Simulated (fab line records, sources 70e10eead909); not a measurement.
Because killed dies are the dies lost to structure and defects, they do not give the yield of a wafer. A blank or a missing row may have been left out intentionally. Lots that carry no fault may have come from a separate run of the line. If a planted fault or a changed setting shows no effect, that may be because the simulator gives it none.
fab line records	flow nand_harc
[record] lots = 13	wafers = 39	last_day = 24
route steps=1159 shown A_CHANNEL_HOLE_D1@489 A_CHANNEL_FILL_D1@495 END@1159
lots that met no fault: taken from a fault-free run of the same line
start_h: start of the lot's first displayed wafer, in hours after the record's first day	wait_h: hours since the lot's step before	" identical to the entry in the row above	L1.1+2: a row that stands for several wafers	- no value, or no start was given	* or withheld: withheld	< > ~ a bound
route shown NAME@n: names a module that has steps shown in the file, with the first one's number in the route	usual: the fault-free wafers' mean and standard deviation	same: alike in all rows	chamber/n: place in a boat	sites: each site's reading	_std_site: their standard deviation	_edge_site: the outer-site mean with the inner-site mean subtracted	radius_mm: for every site, how far away it sits from the centre of the wafer	mask NAME#n: copy n	behind: the most recent tool/chamber to have shaped the wafer	hold: why the lot was held/for how many hours/how that ended	device: which transistor (n, p or np) failed to switch	end of line: the route-end tests of the same wafers	step lacking rows: just its recipe	killed: not the wafer's yield, but the dies lost to structure and defects at the first sort	map: per-die view of a wafer (x killed, . not killed, _ where there is no die)
set.NAME: the run value of the setting; set.NAME@STEP: its run value at that earlier step	model.NAME: the simulator's own value behind a step, which no gauge read
one table for each step of the route and one row for each wafer, over a sample of lots
services: from which hour (start_h, from the record's first day; less than 0 if before it) a tool's chamber was out of use, for how many hours, and why
[[steps]]
[step NHARC_A_CHANNEL_HOLE_D1_INSPECT_40]
[usual] raw_defect_count = 60/17
lot.wafer	tool	chamber	start_h	wait_h	raw_defect_count
L839.4	defect_inspect-02	-	181.48	-	65
L839.5	"	-	"	"	65
L839.6	"	-	"	"	31
L842.1	defect_inspect-01	-	195.57	-	82
L842.2	"	-	"	"	56
L842.6	"	-	"	"	92
L841.1	defect_inspect-02	-	196.13	-	62
L841.3	"	-	"	"	49
L841.4	"	-	"	"	37
L840.4	defect_inspect-01	-	199.74	-	93
L840.5	"	-	"	"	45
L840.6	"	-	"	"	77
L844.2	defect_inspect-02	-	200.30	-	53
L844.5	"	-	"	"	52
L844.6	"	-	"	"	49
L843.1	defect_inspect-02	-	208.31	-	51
L843.2	"	-	"	"	64
L843.5	"	-	"	"	53
L845.3	defect_inspect-01	-	233.31	-	67
L845.5	"	-	"	"	75
L845.6	"	-	"	"	63
L849.1	defect_inspect-02	-	246.56	-	34
L849.2	"	-	"	"	39
L849.3	"	-	"	"	47
L851.1	defect_inspect-02	-	262.27	-	50
L851.2	"	-	"	"	32
L851.6	"	-	"	"	54
L857.2	defect_inspect-02	-	280.83	-	84
L857.3	"	-	"	"	80
L857.4	"	-	"	"	59
L858.1	defect_inspect-01	-	292.72	-	66
L858.3	"	-	"	"	71
L858.6	"	-	"	"	102
L859.1	defect_inspect-01	-	302.78	-	91
L859.3	"	-	"	"	70
L859.4	"	-	"	"	87
L861.2	defect_inspect-01	-	310.01	-	83
L861.4	"	-	"	"	79
L861.6	"	-	"	"	66
[step NHARC_A_CHANNEL_FILL_D1_ALD_15]
[recipe] target_thk_a = 20	pulse_time_s = 60	ald_cycles = 19	temp_c = 630	pressure_torr = 2	material = SiNx
[usual] ald_cycles = 19/0	precursor_pulse_height_rel = 1.000/0.021	susceptor_temp_C = 629.94/0.28
lot.wafer	tool	chamber	start_h	wait_h	ald_cycles	precursor_pulse_height_rel	susceptor_temp_C
L839.4	ald_sin_batch-02	0	-	-	19	0.992	629.69
L839.5	"	0	"	"	19	1.009	630.04
L839.6	"	0	"	"	19	0.992	629.60
L840.4	ald_sin_batch-02	0	-	-	19	0.967	630.55
L840.5	"	0	"	"	19	0.967	630.04
L840.6	"	0	"	"	19	1.006	629.76
L841.1	ald_sin_batch-02	0	-	-	19	1.023	630.03
L841.3	"	0	"	"	19	0.997	630.23
L841.4	"	0	"	"	19	1.004	629.58
L842.1	ald_sin_batch-02	0	-	-	19	0.990	630.25
L842.2	"	0	"	"	19	0.984	629.78
L842.6	"	0	"	"	19	0.962	629.93
L844.2	ald_sin_batch-02	0	-	-	19	0.992	629.69
L844.5	"	0	"	"	19	0.952	630.05
L844.6	"	0	"	"	19	1.018	630.09
L843.1	ald_sin_batch-02	0	-	-	19	1.036	629.60
L843.2	"	0	"	"	19	0.974	629.38
L843.5	"	0	"	"	19	1.002	629.72
L845.3	ald_sin_batch-01	0	-	-	19	1.046	-
L845.5	"	0	"	"	19	0.994	-
L845.6	"	0	"	"	19	0.995	-
L849.1	ald_sin_batch-01	0	-	-	19	1.011	630.09
L849.2	"	0	"	"	19	0.986	629.80
L849.3	"	0	"	"	19	0.979	630.05
L851.1	ald_sin_batch-02	0	-	-	19	0.945	630.33
L851.2	"	0	"	"	19	0.980	630.16
L851.6	"	0	"	"	19	0.983	630.22
L857.2	ald_sin_batch-01	0	-	-	19	1.002	-
L857.3	"	0	"	"	19	0.965	-
L857.4	"	0	"	"	19	0.996	-
L858.1	ald_sin_batch-03	0	-	-	19	1.000	630.11
L858.3	"	0	"	"	19	0.977	630.17
L858.6	"	0	"	"	19	1.013	630.11
L859.1	ald_sin_batch-01	0	-	-	19	1.006	629.89
L859.3	"	0	"	"	19	0.965	629.88
L859.4	"	0	"	"	19	0.985	629.85
L861.2	ald_sin_batch-01	0	-	-	19	0.993	630.53
L861.4	"	0	"	"	19	0.963	630.37
L861.6	"	0	"	"	19	1.017	630.16
[step NHARC_A_CHANNEL_FILL_D1_ETCHBACK_20]
[recipe] target_depth_a = 270	time_s = 13.5	c4f8_flow_sccm = withheld	o2_flow_sccm = 8	ar_flow_sccm = withheld	rf_w = 600	bias_w = 1500	chemistry = C4F8/O2/Ar
[usual] oes_product_au = 0.96/0.035	rf_vpp_V = 978/6
lot.wafer	tool	chamber	start_h	wait_h	oes_product_au	rf_hours_counter_h	rf_vpp_V
L839.4	rie_diel-08	3	205.82	-	0.99	2	968
L839.6	"	1	"	"	0.99	-	974
L839.5	"	2	"	"	1.00	-	988
L842.1	rie_diel-10	0	221.59	-	0.99	1	974
L842.2	"	2	"	"	0.97	1	987
L842.6	"	0	"	"	0.98	-	974
L840.5	rie_diel-08	0	221.63	-	1.01	-	980
L840.4	"	1	"	"	0.99	-	975
L840.6	"	2	"	"	1.00	-	987
L841.1	rie_diel-10	3	221.65	-	1.00	1	978
L841.3	"	0	"	"	1.01	1	975
L841.4	"	1	"	"	0.99	1	976
L844.2	rie_diel-08	2	221.67	-	0.92	2	987
L844.5	"	0	"	"	0.93	-	980
L844.6	"	1	"	"	0.91	-	975
L843.2	rie_diel-10	3	232.72	-	1.01	2	978
L843.1	"	1	"	"	1.01	2	975
L843.5	"	3	"	"	1.00	-	979
L845.3	rie_diel-10	0	262.24	-	0.94	3	975
L845.5	"	0	"	"	0.93	-	973
L845.6	"	1	"	"	0.93	-	975
L849.1	rie_diel-10	1	270.93	-	0.99	3	974
L849.2	"	3	"	"	0.99	3	979
L849.3	"	0	"	"	0.99	3	973
L851.1	rie_diel-08	0	287.38	-	1.00	4	980
L851.2	"	2	"	"	0.99	4	988
L851.6	"	3	"	"	0.99	-	969
L857.3	rie_diel-10	0	305.37	-	0.92	4	974
L857.4	"	1	"	"	0.93	4	974
L857.2	"	2	"	"	0.92	4	988
L858.3	rie_diel-08	1	317.07	-	1.00	0	974
L858.1	"	3	"	"	1.01	0	970
L858.6	"	1	"	"	1.01	-	975
L859.4	rie_diel-10	2	327.15	-	0.93	5	988
L859.1	"	3	"	"	0.93	5	979
L859.3	"	1	"	"	0.93	5	976
L861.4	rie_diel-08	2	336.39	-	0.96	1	987
L861.2	"	3	"	"	0.94	1	970
L861.6	"	2	"	"	0.95	-	987
[step NHARC_A_CHANNEL_FILL_D1_ALD_25]
[recipe] target_thk_a = 600	pulse_time_s = 10	ald_cycles = 600	temp_c = 300	material = SiOx
[usual] ald_cycles = 600/0	heater_power_w = 459/46	precursor_pulse_height_rel = 1.001/0.019	susceptor_temp_C = 299.97/0.2
lot.wafer	tool	chamber	start_h	wait_h	ald_cycles	heater_power_w	precursor_pulse_height_rel	susceptor_temp_C
L839.4	ald_hk-04	2	218.91	0.1	600	445	1.004	299.92
L839.5	"	2	221.35	2.5	600	437	1.022	299.88
L839.6	"	3	"	"	600	443	1.004	299.74
L844.2	ald_hk-04	2	234.83	1.7	600	458	0.995	300.05
L844.6	"	1	236.66	3.5	600	519	1.012	300.16
L844.5	"	2	"	"	600	461	1.021	299.85
L840.4	ald_hk-03	1	235.86	2.7	600	428	1.017	299.97
L840.5	"	3	237.09	3.9	600	429	1.019	299.86
L840.6	"	0	"	"	600	399	0.997	300.00
L842.1	ald_hk-01	0	238.31	5.1	600	464	0.986	299.87
L842.2	"	2	239.56	6.4	600	454	0.976	300.08
L842.6	"	1	241.43	8.2	600	441	0.965	299.67
L841.1	ald_hk-04	3	238.50	5.3	600	455	0.987	299.83
L841.3	"	0	"	"	600	431	1.024	299.92
L841.4	"	1	"	"	600	519	1.032	300.18
L843.2	ald_hk-03	0	244.31	0.1	600	411	1.010	299.97
L843.1	"	2	245.56	1.3	600	408	0.954	300.27
L843.5	"	0	246.80	2.5	600	401	0.988	299.86
L845.3	ald_hk-04	2	275.92	1.9	600	445	0.982	299.66
L845.5	"	0	277.13	3.1	600	429	0.997	299.75
L845.6	"	1	"	"	600	533	1.000	300.24
L849.3	ald_hk-04	1	283.16	0.7	600	531	1.023	-
L849.2	"	2	"	"	600	455	0.990	-
L849.1	"	3	"	"	485	436	0.999	-
L851.1	ald_hk-04	2	299.35	0.1	600	438	1.003	299.78
L851.2	"	3	"	"	485	437	1.006	299.98
L851.6	"	2	301.84	2.5	600	444	0.973	299.97
L857.3	ald_hk-01	1	317.22	0.1	600	458	0.985	300.03
L857.4	"	3	318.46	1.3	600	583	0.958	300.29
L857.2	"	0	"	"	600	446	0.988	299.41
L858.1	ald_hk-01	3	332.08	3.4	600	577	1.001	300.15
L858.3	"	2	333.91	5.2	600	455	0.975	299.70
L858.6	"	0	335.14	6.5	600	455	0.997	300.01
L859.4	ald_hk-03	1	339.61	0.7	600	442	1.021	300.07
L859.1	"	2	"	"	600	397	0.990	299.88
L859.3	"	3	"	"	600	443	0.984	300.32
L861.2	ald_hk-01	3	348.62	0.7	600	566	0.978	299.95
L861.4	"	1	349.86	1.9	600	448	1.013	299.98
L861.6	"	3	351.09	3.1	600	564	1.026	300.09
[step NHARC_END_SORT_01]
[recipe] temp_c = 25
[usual] killed_at_array = 27/11	killed_at_other = 0.8/1.1	killed_at_periphery = 2.8/1.9	killed_dies = 30/11	killed_open = 3.3/1.8	killed_short = 2.3/1.5
[same] gross_dies = 677
lot.wafer	tool	chamber	start_h	wait_h	killed_at_array	killed_at_other	killed_at_periphery	killed_dies	killed_open	killed_short
L842.1	prober-02	0	445.42	2.5	37	0	6	43	6	2
L842.2	prober-02	0	446.20	2.8	20	0	5	25	2	0
L842.6	prober-02	0	449.36	3.9	25	0	2	27	1	2
L839.4	prober-01	0	447.46	3.4	17	2	4	23	2	0
L839.5	prober-01	0	448.27	3.7	18	0	5	23	5	3
L839.6	prober-01	0	449.07	4.0	25	0	6	31	3	1
L841.1	prober-01	0	452.87	2.5	15	3	6	24	4	4
L841.3	prober-01	0	454.49	3.1	23	2	4	29	4	3
L841.4	prober-01	0	455.30	3.4	13	0	5	18	6	0
L844.2	prober-02	0	453.94	2.8	16	0	3	19	1	1
L844.5	prober-02	0	456.33	3.7	15	1	2	18	5	0
L844.6	prober-02	0	457.13	4.0	21	1	0	22	2	1
L843.1	prober-02	0	460.91	2.5	49	0	4	53	4	5
L843.2	prober-02	0	461.72	2.8	23	0	3	26	2	6
L843.5	prober-02	0	464.13	3.7	19	0	4	23	1	2
L840.4	prober-01	0	463.09	3.4	20	0	3	23	3	3
L840.5	prober-01	0	463.90	3.7	18	0	1	19	2	1
L840.6	prober-01	0	464.70	4.0	14	0	0	14	1	1
L845.3	prober-02	0	483.36	3.1	35	2	1	38	3	4
L845.5	prober-02	0	484.94	3.7	26	1	3	30	5	1
L845.6	prober-02	0	485.74	4.0	30	2	2	34	4	3
L849.1	prober-02	0	503.47	2.5	21	0	6	27	2	2
L849.2	prober-02	0	504.28	2.8	16	0	7	23	4	2
L849.3	prober-02	0	505.08	3.1	25	0	7	32	4	2
L851.1	prober-02	0	518.24	2.5	15	0	4	19	3	1
L851.2	prober-02	0	519.07	2.8	16	1	2	19	1	5
L851.6	prober-02	0	522.36	4.1	15	0	1	16	4	1
L857.2	prober-02	0	537.57	2.8	42	2	5	49	7	1
L857.3	prober-02	0	538.37	3.1	38	3	5	46	5	3
L857.4	prober-02	0	539.17	3.4	46	3	3	52	4	2
L858.1	prober-02	0	555.66	2.5	38	0	2	40	4	5
L858.3	prober-02	0	557.28	3.1	24	0	4	28	2	1
L858.6	prober-02	0	559.70	4.0	41	0	0	41	3	2
L859.1	prober-01	0	560.25	2.5	33	1	1	35	3	1
L859.3	prober-01	0	561.87	3.1	42	1	0	43	5	2
L859.4	prober-01	0	562.68	3.4	53	0	0	53	3	1
L861.2	prober-01	0	573.28	2.8	50	0	3	53	6	2
L861.4	prober-01	0	574.89	3.4	53	0	2	55	2	1
L861.6	prober-01	0	576.50	4.0	46	0	2	48	5	3
// killed by level:class
L842.1 A_SLIT:chamber_film_flake=13 A_CHANNEL_HOLE_D1:chamber_film_flake=9 P_GATE:chamber_film_flake=4 A_WL_FILL:chamber_film_flake=4 A_CONTACT:chamber_film_flake=3 A_ONON_D1:geometric_particle:open=2 A_CONTACT:geometric_particle:open=2 P_GATE:geometric_particle:short=1
L842.2 A_CHANNEL_HOLE_D1:chamber_film_flake=11 A_SLIT:chamber_film_flake=4 A_WL_FILL:chamber_film_flake=3 P_STI:chamber_film_flake=2 P_GATE:geometric_particle:open=1 P_CONTACT:geometric_particle:open=1 P_GATE:chamber_film_flake=1 A_STAIRCASE:chamber_film_flake=1
L839.4 A_CHANNEL_HOLE_D1:chamber_film_flake=7 A_SLIT:chamber_film_flake=7 P_CONTACT:chamber_film_flake=4 STARTING-WAFER:geometric_particle:open=2 A_STAIRCASE:chamber_film_flake=2 A_CONTACT:chamber_film_flake=1
L839.5 A_CHANNEL_HOLE_D1:chamber_film_flake=6 A_SLIT:chamber_film_flake=6 P_CONTACT:geometric_particle:short=2 A_STAIRCASE:chamber_film_flake=2 P_STI:geometric_particle:open=1 P_CONTACT:geometric_particle:open=1 P_M1:geometric_particle:open=1 A_ONON_D1:geometric_particle:short=1
L839.6 A_SLIT:chamber_film_flake=14 A_CHANNEL_HOLE_D1:chamber_film_flake=8 P_CONTACT:chamber_film_flake=3 A_CONTACT:chamber_film_flake=2 P_CONTACT:geometric_particle:open=1 P_M0:geometric_particle:open=1 P_M0:geometric_particle:short=1 A_CHANNEL_FILL_D1:geometric_particle:open=1
L842.6 A_CHANNEL_HOLE_D1:chamber_film_flake=9 A_CONTACT:chamber_film_flake=5 A_SLIT:chamber_film_flake=4 A_STAIRCASE:chamber_film_flake=2 A_WL_FILL:chamber_film_flake=2 A_STAIRCASE:geometric_particle:short=1 A_CONTACT:geometric_particle:open=1 A_M1:geometric_particle:short=1
L841.1 A_WL_FILL:chamber_film_flake=4 A_STAIRCASE:chamber_film_flake=3 P_GATE:chamber_film_flake=2 P_M1:chamber_film_flake=2 THIN_TSV:chamber_film_flake=2 P_GATE:geometric_particle:open=1 A_ONON_D1:geometric_particle:short=1 A_CHANNEL_FILL_D1:geometric_particle:open=1
L844.2 A_SLIT:chamber_film_flake=9 A_CHANNEL_HOLE_D1:chamber_film_flake=3 P_GATE:chamber_film_flake=2 A_CHANNEL_FILL_D1:geometric_particle:open=1 A_SGD_CUT:geometric_particle:short=1 P_STI:chamber_film_flake=1 A_STAIRCASE:chamber_film_flake=1 A_WL_FILL:chamber_film_flake=1
L841.3 A_SLIT:chamber_film_flake=11 A_CHANNEL_HOLE_D1:chamber_film_flake=3 A_CHANNEL_FILL_D1:geometric_particle:open=2 P_STI:chamber_film_flake=2 A_CONTACT:chamber_film_flake=2 THIN_TSV:chamber_film_flake=2 P_STI:geometric_particle:open=1 P_CONTACT:geometric_particle:open=1
L841.4 A_SLIT:chamber_film_flake=4 P_GATE:geometric_particle:open=3 A_CONTACT:chamber_film_flake=3 A_CONTACT:geometric_particle:open=2 P_GATE:chamber_film_flake=2 A_BLC:chamber_film_flake=2 A_M0:geometric_particle:open=1 A_STAIRCASE:chamber_film_flake=1
L844.5 A_SLIT:chamber_film_flake=8 P_CONTACT:geometric_particle:open=1 A_SOURCE_PLATE:geometric_particle:open=1 A_CONTACT:geometric_particle:open=1 A_M0:geometric_particle:open=1 A_M1:geometric_particle:open=1 P_STI:chamber_film_flake=1 A_CHANNEL_HOLE_D1:chamber_film_flake=1
L844.6 A_SLIT:chamber_film_flake=10 A_STAIRCASE:chamber_film_flake=4 A_CHANNEL_HOLE_D1:chamber_film_flake=2 A_SOURCE_PLATE:geometric_particle:short=1 A_CONTACT:geometric_particle:open=1 A_BLC:geometric_particle:open=1 A_WL_FILL:chamber_film_flake=1 A_CONTACT:chamber_film_flake=1
L843.1 A_CHANNEL_HOLE_D1:chamber_film_flake=14 A_SLIT:chamber_film_flake=13 A_CONTACT:chamber_film_flake=8 A_STAIRCASE:chamber_film_flake=4 P_STI:chamber_film_flake=3 A_SGD_CUT:geometric_particle:short=2 A_CONTACT:geometric_particle:open=2 A_M0:geometric_particle:short=2
L843.2 A_CHANNEL_HOLE_D1:chamber_film_flake=6 A_SLIT:chamber_film_flake=6 A_STAIRCASE:chamber_film_flake=2 A_CONTACT:chamber_film_flake=2 P_CONTACT:geometric_particle:short=1 P_M0:geometric_particle:short=1 A_SOURCE_PLATE:geometric_particle:short=1 A_WL_FILL:geometric_particle:short=1
L840.4 A_CHANNEL_HOLE_D1:chamber_film_flake=6 A_STAIRCASE:chamber_film_flake=5 A_CONTACT:chamber_film_flake=4 A_CHANNEL_FILL_D1:geometric_particle:short=2 P_M0:geometric_particle:open=1 A_SOURCE_PLATE:geometric_particle:short=1 A_WL_FILL:geometric_particle:open=1 A_CONTACT:geometric_particle:open=1
L840.5 A_CHANNEL_HOLE_D1:chamber_film_flake=11 A_SLIT:chamber_film_flake=2 A_STAIRCASE:chamber_film_flake=2 P_CONTACT:geometric_particle:open=1 A_CHANNEL_HOLE_D1:geometric_particle:open=1 A_WL_FILL:geometric_particle:short=1 A_ZERO_WELL:chamber_film_flake=1
L843.5 A_CHANNEL_HOLE_D1:chamber_film_flake=7 A_SLIT:chamber_film_flake=4 A_CONTACT:chamber_film_flake=4 P_STI:chamber_film_flake=3 A_CHANNEL_HOLE_D1:geometric_particle:open=1 A_WL_FILL:geometric_particle:short=1 A_M1:geometric_particle:short=1 P_BONDPAD:chamber_film_flake=1
L840.6 A_CHANNEL_HOLE_D1:chamber_film_flake=9 A_STAIRCASE:chamber_film_flake=2 A_CHANNEL_HOLE_D1:geometric_particle:short=1 A_WL_FILL:geometric_particle:open=1 A_CONTACT:chamber_film_flake=1
L845.3 A_CHANNEL_HOLE_D1:chamber_film_flake=16 A_SLIT:chamber_film_flake=5 A_ONON_D1:geometric_particle:short=2 A_ONON_D1:geometric_particle:open=2 A_ZERO_WELL:chamber_film_flake=2 A_WL_FILL:chamber_film_flake=2 A_CONTACT:chamber_film_flake=2 THIN_TSV:chamber_film_flake=2
L845.5 A_SLIT:chamber_film_flake=10 A_CHANNEL_HOLE_D1:chamber_film_flake=6 A_WL_FILL:chamber_film_flake=4 P_CONTACT:geometric_particle:open=2 A_ONON_D1:geometric_particle:open=2 P_M0:geometric_particle:open=1 A_ONON_D1:geometric_particle:short=1 A_ZERO_WELL:chamber_film_flake=1
L845.6 A_CHANNEL_HOLE_D1:chamber_film_flake=16 A_SLIT:chamber_film_flake=5 A_CONTACT:chamber_film_flake=3 THIN_TSV:chamber_film_flake=2 P_STI:geometric_particle:open=1 P_M1:geometric_particle:open=1 A_ONON_D1:geometric_particle:short=1 A_CHANNEL_FILL_D1:geometric_particle:short=1
L849.1 A_SLIT:chamber_film_flake=10 P_ZERO_WELL:chamber_film_flake=5 A_CONTACT:chamber_film_flake=5 A_STAIRCASE:chamber_film_flake=2 P_CONTACT:geometric_particle:short=1 A_STAIRCASE:geometric_particle:short=1 A_CONTACT:geometric_particle:open=1 A_M0:geometric_particle:open=1
L849.2 A_SLIT:chamber_film_flake=6 P_ZERO_WELL:chamber_film_flake=5 A_CONTACT:geometric_particle:open=2 A_CHANNEL_HOLE_D1:chamber_film_flake=2 A_CONTACT:chamber_film_flake=2 P_CONTACT:geometric_particle:open=1 P_M0:geometric_particle:short=1 A_WL_FILL:geometric_particle:open=1
L849.3 A_SLIT:chamber_film_flake=9 P_ZERO_WELL:chamber_film_flake=6 A_STAIRCASE:chamber_film_flake=3 A_WL_FILL:chamber_film_flake=3 A_ZERO_WELL:chamber_film_flake=2 A_CHANNEL_HOLE_D1:chamber_film_flake=2 A_ONON_D1:geometric_particle:open=1 A_CHANNEL_HOLE_D1:geometric_particle:open=1
L851.1 A_STAIRCASE:chamber_film_flake=5 A_CHANNEL_HOLE_D1:chamber_film_flake=3 A_WL_FILL:chamber_film_flake=3 P_M0:geometric_particle:open=2 A_CONTACT:chamber_film_flake=2 P_CONTACT:geometric_particle:open=1 A_CONTACT:geometric_particle:short=1 P_M2:chamber_film_flake=1
L851.2 A_CONTACT:chamber_film_flake=6 A_CHANNEL_HOLE_D1:chamber_film_flake=4 A_ONON_D1:geometric_particle:short=2 P_GATE:geometric_particle:short=1 A_SGD_CUT:geometric_particle:short=1 A_WL_FILL:chamber_film_flake=1 A_M0:geometric_particle:short=1 STARTING-WAFER:geometric_particle:open=1
L851.6 A_CHANNEL_HOLE_D1:chamber_film_flake=3 A_STAIRCASE:chamber_film_flake=3 A_CONTACT:chamber_film_flake=3 A_CHANNEL_FILL_D1:geometric_particle:open=2 A_STAIRCASE:geometric_particle:open=1 A_BLC:geometric_particle:short=1 A_M0:geometric_particle:open=1 P_GATE:chamber_film_flake=1
L857.2 A_CHANNEL_HOLE_D1:chamber_film_flake=21 A_CONTACT:chamber_film_flake=6 A_SLIT:chamber_film_flake=4 P_ZERO_WELL:chamber_film_flake=3 A_M1:chamber_film_flake=3 THIN_TSV:chamber_film_flake=2 P_M0:geometric_particle:open=1 P_M1:geometric_particle:open=1
L857.3 A_CHANNEL_HOLE_D1:chamber_film_flake=14 A_SLIT:chamber_film_flake=6 A_CONTACT:chamber_film_flake=5 A_STAIRCASE:chamber_film_flake=3 THIN_TSV:chamber_film_flake=3 A_ONON_D1:geometric_particle:open=2 A_M1:chamber_film_flake=2 P_M0:geometric_particle:open=1
L857.4 A_SLIT:chamber_film_flake=15 A_CHANNEL_HOLE_D1:chamber_film_flake=13 A_M1:chamber_film_flake=6 A_STAIRCASE:chamber_film_flake=4 THIN_TSV:chamber_film_flake=3 P_CONTACT:geometric_particle:open=2 A_CHANNEL_FILL_D1:chamber_film_flake=2 A_CONTACT:chamber_film_flake=2
L858.1 A_SLIT:chamber_film_flake=14 A_CHANNEL_HOLE_D1:chamber_film_flake=9 A_CHANNEL_FILL_D1:geometric_particle:short=4 A_STAIRCASE:chamber_film_flake=4 A_CHANNEL_FILL_D1:chamber_film_flake=2 A_CONTACT:chamber_film_flake=2 P_GATE:geometric_particle:open=1 P_M0:geometric_particle:open=1
L858.3 A_CHANNEL_HOLE_D1:chamber_film_flake=6 A_STAIRCASE:chamber_film_flake=5 A_SLIT:chamber_film_flake=5 A_CONTACT:chamber_film_flake=5 P_GATE:chamber_film_flake=2 P_GATE:geometric_particle:open=1 A_CONTACT:geometric_particle:open=1 A_CONTACT:geometric_particle:short=1
L858.6 A_CHANNEL_HOLE_D1:chamber_film_flake=23 A_SLIT:chamber_film_flake=5 A_STAIRCASE:chamber_film_flake=4 A_CONTACT:chamber_film_flake=3 A_ONON_D1:geometric_particle:open=1 A_CHANNEL_HOLE_D1:geometric_particle:short=1 A_STAIRCASE:geometric_particle:short=1 A_CONTACT:geometric_particle:open=1
L859.1 A_CHANNEL_HOLE_D1:chamber_film_flake=21 A_SLIT:chamber_film_flake=4 A_CONTACT:chamber_film_flake=3 P_M1:geometric_particle:open=1 A_CHANNEL_HOLE_D1:geometric_particle:short=1 A_CONTACT:geometric_particle:open=1 A_M0:geometric_particle:open=1 A_STAIRCASE:chamber_film_flake=1
L859.3 A_CHANNEL_HOLE_D1:chamber_film_flake=23 A_SLIT:chamber_film_flake=9 A_BLC:geometric_particle:open=2 A_STAIRCASE:chamber_film_flake=2 A_CHANNEL_FILL_D1:geometric_particle:open=1 A_CHANNEL_FILL_D1:geometric_particle:short=1 A_CONTACT:geometric_particle:open=1 A_M0:geometric_particle:open=1
L859.4 A_SLIT:chamber_film_flake=24 A_CHANNEL_HOLE_D1:chamber_film_flake=15 A_STAIRCASE:chamber_film_flake=4 A_M0:chamber_film_flake=4 A_SOURCE_PLATE:geometric_particle:open=1 A_CHANNEL_FILL_D1:geometric_particle:open=1 A_SGD_CUT:geometric_particle:short=1 A_CONTACT:geometric_particle:open=1
L861.2 A_CHANNEL_HOLE_D1:chamber_film_flake=16 A_SLIT:chamber_film_flake=16 A_CONTACT:chamber_film_flake=4 A_STAIRCASE:chamber_film_flake=3 A_M1:chamber_film_flake=3 A_CHANNEL_FILL_D1:geometric_particle:open=2 A_BONDPAD:chamber_film_flake=2 P_GATE:geometric_particle:open=1
L861.4 A_CHANNEL_HOLE_D1:chamber_film_flake=26 A_SLIT:chamber_film_flake=15 A_STAIRCASE:chamber_film_flake=4 A_CONTACT:chamber_film_flake=3 P_M0:geometric_particle:open=1 A_WL_FILL:geometric_particle:short=1 A_WL_FILL:geometric_particle:open=1 P_STI:chamber_film_flake=1
L861.6 A_SLIT:chamber_film_flake=19 A_CHANNEL_HOLE_D1:chamber_film_flake=10 A_CONTACT:chamber_film_flake=4 A_BONDPAD:chamber_film_flake=3 P_GATE:geometric_particle:open=2 A_WL_FILL:geometric_particle:short=2 A_STAIRCASE:chamber_film_flake=2 A_M1:chamber_film_flake=2
[[services]]
tool	chamber	start_h	hours	kind
rie_diel-10	-	176.50	9.0	pm
rie_diel-10	0	176.50	9.0	vent_cycle
rie_diel-10	1	176.50	9.0	vent_cycle
rie_diel-10	2	176.50	9.0	vent_cycle
rie_diel-10	3	176.50	9.0	vent_cycle
rie_diel-10	0	185.50	-	clean
rie_diel-10	1	185.50	-	clean
rie_diel-10	2	185.50	-	clean
rie_diel-10	3	185.50	-	clean
ald_hk-04	-	191.05	10.0	pm
rie_diel-10	2	206.83	4.2	repair
ald_sin_batch-03	-	208.19	13.1	repair
rie_diel-08	3	209.47	15.0	repair
rie_diel-10	0	210.00	-	clean
rie_diel-10	1	210.00	-	clean
rie_diel-10	3	210.00	-	clean
ald_hk-01	-	228.31	10.0	pm
rie_diel-10	0	234.50	-	clean
rie_diel-10	1	234.50	-	clean
rie_diel-08	2	253.24	9.1	repair
ald_hk-04	-	258.74	1.5	repair
rie_diel-08	-	301.80	9.0	pm
ald_sin_batch-03	-	314.00	26.0	pm
ald_sin_batch-02	-	349.62	52.0	repair
[[key]]
[first_sign] step = NHARC_A_CHANNEL_FILL_D1_ALD_25	reading = ald_cycles	direction = down	sigmas = 99+	usual = 600	struck = 485
effect none on later readings
met_at NHARC_A_CHANNEL_FILL_D1_ALD_25
struck_lots L849,L851
struck_wafers L849.1,L851.2
tester_left_out L849,L851
not_acting_at NHARC_A_CHANNEL_HOLE_D1_INSPECT_40,NHARC_A_CHANNEL_FILL_D1_ALD_15,NHARC_A_CHANNEL_FILL_D1_ETCHBACK_20
onset_between 238.50 283.16
[fault] kind = process_parameter_drift	tool = ald_hk-04	chamber = 3	onset_h = 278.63	steps = NHARC_A_CHANNEL_FILL_D1_ALD_25	channel = ald_cycles	offset = -115	shape = step	end_h = 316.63	acts_in = these_recipes_only	stated = 600
// tester_left_out: of these lots the tester's yield and bins aren't shown, on N5 and GAA mostly nor the transistor test; their killed dies are dies lost to structure and defects alone, not to doping, threshold or leakage, so they don't give the yield
